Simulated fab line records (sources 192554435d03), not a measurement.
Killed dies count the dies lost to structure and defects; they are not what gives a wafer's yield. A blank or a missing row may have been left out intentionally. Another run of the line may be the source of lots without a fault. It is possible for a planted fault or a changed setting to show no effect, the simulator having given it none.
Matching of chambers | flow n5Finfet | N5_ILD0_CMP_03 on cmp-01 has 4 sister chambers
The step polishes, stops on SiNx, t overpolish 1.9 s, target thk 197.38 nm. 4 wafers are shown with their chamber, then 6 later ones without.

EACH WAFER AND ITS CHAMBER
wafer  | chamber | motorCurrentA (A)
L086.2 | 3       | 13.2
L092.4 | 0       | 12.2
L093.1 | 1       | 12.0
L093.2 | 2       | 11.7

WAFERS WITH NO CHAMBER GIVEN
wafer  | motorCurrentA (A)
L096.1 | 11.9
L096.2 | 13.4
L096.4 | 12.8
L097.1 | 12.1
L097.2 | 12.0
L097.4 | 13.2

WHICH CHAMBER EACH WENT THROUGH
wafer  | from the rows above          | in truth
L096.1 | can't be placed: 1 or 2 or 0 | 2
L096.2 | 3                            | 3
L096.4 | can't be placed: 3 or 0      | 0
L097.1 | can't be placed: 0 or 1 or 2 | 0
L097.2 | can't be placed: 1 or 0 or 2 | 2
L097.4 | 3                            | 3
2 of 6 placed correctly. Cannot be placed on the basis of these rows: 4; the candidates contain the true chamber in 4. 0 placed wrongly.
How it was worked out, from the rows above alone: a wafer's distance from a chamber is the root of the sum, over the readings, of the square of ((its reading less the chamber's mean) divided by the reading's scatter). If the next closest chamber is less than 2 further off than the closest, the wafer can't be placed; otherwise it belongs to the closest. Each chamber's mean is taken over the wafers shown for it. The scatter (one wafer shown for each chamber): square how far every hidden wafer sits from the nearest shown wafer, average those squares and take the square root.
